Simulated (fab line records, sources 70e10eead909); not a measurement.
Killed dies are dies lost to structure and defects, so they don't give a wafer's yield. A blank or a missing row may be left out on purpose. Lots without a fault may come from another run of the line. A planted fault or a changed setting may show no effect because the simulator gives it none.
Which tool did it? | flow nand_harc | 14 lots, 42 wafers sampled, at 5 steps of a route of 1302

WHAT THE GAUGES READ, wafer by wafer
NHARC_A_ONON_D1_THK_MEAS_05: measures by ellipsometry. Usual: thk_nm 998 nm, standard deviation 8.1.
lot  | measured     | on            | thk_nm (nm)    | flag
L661 | day 7 14:58  | film_metro-02 | 999 997 998    |
L662 | day 8 08:19  | film_metro-02 | 1008 1006 1005 |
L663 | day 8 12:35  | film_metro-01 | 1006 1004 1002 |
L664 | day 9 04:59  | film_metro-02 | 989 990 991    |
L665 | day 9 13:27  | film_metro-01 | 1006 1006 1005 |
L667 | day 10 02:59 | film_metro-02 | 1007 1007 1005 |
L668 | day 10 18:12 | film_metro-02 | 1005 1005 1004 |
L669 | day 11 07:11 | film_metro-01 | 995 994 995    |
L670 | day 11 20:22 | film_metro-02 | 1009 1008 1009 |
L673 | day 12 13:16 | film_metro-02 | 986 986 985    |
L675 | day 13 21:02 | film_metro-02 | 979 979 981    |
L677 | day 14 10:45 | film_metro-02 | 1004 1003 1004 |
L678 | day 14 18:57 | film_metro-01 | 1006 1008 1008 |
L684 | day 17 07:34 | film_metro-02 | 991 991 991    |

NHARC_A_ONON_D1_THK_MEAS_08: measures by ellipsometry. Usual: thk_nm 999 nm, standard deviation 7.5.
lot  | measured     | on            | thk_nm (nm)    | flag
L661 | day 7 15:32  | film_metro-01 | 997 995 996    |
L662 | day 8 08:53  | film_metro-02 | 998 998 998    |
L663 | day 8 13:09  | film_metro-01 | 994 993 995    |
L664 | day 9 05:33  | film_metro-01 | 992 991 990    |
L665 | day 9 14:01  | film_metro-02 | 1009 1007 1007 |
L667 | day 10 03:33 | film_metro-01 | 996 997 996    |
L668 | day 10 18:46 | film_metro-01 | 995 995 994    |
L669 | day 11 07:46 | film_metro-01 | 1008 1005 1008 |
L670 | day 11 20:55 | film_metro-01 | 997 998 998    |
L673 | day 12 13:50 | film_metro-01 | 1008 1009 1008 |
L675 | day 13 21:36 | film_metro-01 | 1657 1656 1656 | OFF
L677 | day 14 11:19 | film_metro-02 | 1662 1662 1661 | OFF
L678 | day 14 19:31 | film_metro-02 | 991 989 991    |
L684 | day 17 08:08 | film_metro-01 | 1017 1017 1017 |

NHARC_END_SORT_01. Usual: killed_at_array 60, standard deviation 21; killed_at_other 1.0, standard deviation 1.2; killed_at_periphery 4.2, standard deviation 2.8; killed_dies 65, standard deviation 20; killed_open 3.1, standard deviation 1.8; killed_short 2.6, standard deviation 1.6.
lot  | measured     | on        | killed_at_array | killed_at_other | killed_at_periphery | killed_dies | killed_open | killed_short | flag
L675 | day 29 22:14 | prober-02 | 670 669 670     | 1 1 0           | 6 7 7               | 677 677 677 | 4 5 3       | 2 4 3        | OFF
L677 | day 31 15:32 | prober-02 | 669 673 671     | 0 0 0           | 8 4 6               | 677 677 677 | 4 2 3       | 2 4 4        | OFF

WHICH TOOL RAN EACH LOT (tool, then ch and the chambers of the sampled wafers, then the start)
lot  | NHARC_A_ZERO_WELL_RTA_16         | NHARC_A_ONON_D1_DEP_06
L661 | rtp_anneal-01 ch 0, day 6 17:14  | pecvd_onon-02 ch 0, day 7 15:08
L662 | rtp_anneal-02 ch 0, day 7 10:32  | pecvd_onon-03 ch 0, day 8 08:29
L663 | rtp_anneal-01 ch 0, day 7 14:43  | pecvd_onon-02 ch 0, day 8 12:49
L664 | rtp_anneal-02 ch 0, day 8 06:46  | pecvd_onon-01 ch 0, day 9 05:02
L665 | rtp_anneal-02 ch 0, day 8 14:32  | pecvd_onon-01 ch 0, day 9 13:34
L667 | rtp_anneal-02 ch 0, day 9 06:11  | pecvd_onon-01 ch 0, day 10 03:02
L668 | rtp_anneal-01 ch 0, day 9 16:31  | pecvd_onon-01 ch 0, day 10 18:15
L669 | rtp_anneal-02 ch 0, day 10 05:44 | pecvd_onon-02 ch 0, day 11 07:15
L670 | rtp_anneal-01 ch 0, day 10 18:53 | pecvd_onon-02 ch 0, day 11 20:25
L673 | rtp_anneal-01 ch 0, day 11 15:41 | pecvd_onon-02 ch 0, day 12 13:27
L675 | rtp_anneal-01 ch 0, day 12 23:04 | pecvd_onon-01 ch 0, day 13 21:09
L677 | rtp_anneal-02 ch 0, day 13 10:52 | pecvd_onon-01 ch 0, day 14 10:49
L678 | rtp_anneal-02 ch 0, day 13 22:14 | pecvd_onon-03 ch 0, day 14 19:04
L684 | rtp_anneal-02 ch 0, day 16 07:50 | pecvd_onon-03 ch 0, day 17 07:37
- NHARC_A_ZERO_WELL_RTA_16: time 10 s.
- NHARC_A_ONON_D1_DEP_06: target thk 1000 nm.

WHAT THE TOOLS THEMSELVES READ (means of the sampled wafers that have a number; where no wafer has one, the mark that the record gives instead)
NHARC_A_ZERO_WELL_RTA_16. Usual: lamp_power_pct 27.9 %, standard deviation 1; lamp_zone_6_pct 27.8 %, standard deviation 1; wafer_temp_C_max 1008.5, standard deviation 1.4.
lot  | tool          | lamp_power_pct (%) | lamp_zone_6_pct (%) | wafer_temp_C_max | flag
L661 | rtp_anneal-01 | 26.7               | 26.6                | 1007.8           |
L662 | rtp_anneal-02 | 28.7               | 28.7                | 1007.5           |
L663 | rtp_anneal-01 | 26.7               | 26.6                | 1008.6           |
L664 | rtp_anneal-02 | 28.8               | 28.7                | 1008.3           |
L665 | rtp_anneal-02 | 28.8               | 28.7                | 1008.8           |
L667 | rtp_anneal-02 | 28.7               | 28.7                | 1007.7           |
L668 | rtp_anneal-01 | 26.7               | 26.6                | 1008.4           |
L669 | rtp_anneal-02 | 28.7               | 28.7                | 1009.0           |
L670 | rtp_anneal-01 | 26.7               | 26.6                | 1007.9           |
L673 | rtp_anneal-01 | 26.7               | 26.7                | 1007.6           |
L675 | rtp_anneal-01 | 26.7               | 26.6                | 1009.9           |
L677 | rtp_anneal-02 | 28.7               | 28.7                | 1007.7           |
L678 | rtp_anneal-02 | 28.7               | 28.6                | 1008.0           |
L684 | rtp_anneal-02 | 28.7               | 28.6                | 1007.5           |

THE ANSWER, worked out from the rows above alone
Rule: a lot is off if the mean of its wafers that have a number lies more than 3 standard deviations from the usual mean. A lot without any number at a reading at which 4 lots or more have one is off too. The other lots that the step has rows for count as sound. The gauges are gone through in route order, then the tools' own readings, and for those a lot's mean is taken as printed above. The first step at which some lot is off is used, and at that step the reading that is off furthest; a lot without a number counts as furthest.
Off: L675, L677, at NHARC_A_ONON_D1_THK_MEAS_08 (thk_nm).
A tool fits if, at a process step before that reading, it ran every lot that is off, and no sound lot after the first of them. The gauges at NHARC_A_ONON_D1_THK_MEAS_08 aren't tried: what is off there is off at NHARC_END_SORT_01 too, on other tools, and a gauge's error can't cause that. One fits: pecvd_onon-01 at NHARC_A_ONON_D1_DEP_06. Its last sound lot is L668 (day 10 18:15), its first lot that is off L675 (day 13 21:09): a fault that began between those two fits.

WHAT THE SIMULATOR HAD PUT IN
Process parameter drift: pecvd_onon-01, from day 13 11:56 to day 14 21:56, at NHARC_A_ONON_D1_DEP_06. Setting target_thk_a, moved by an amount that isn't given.
Lots struck among those shown: L675, L677. The rule above found the same.
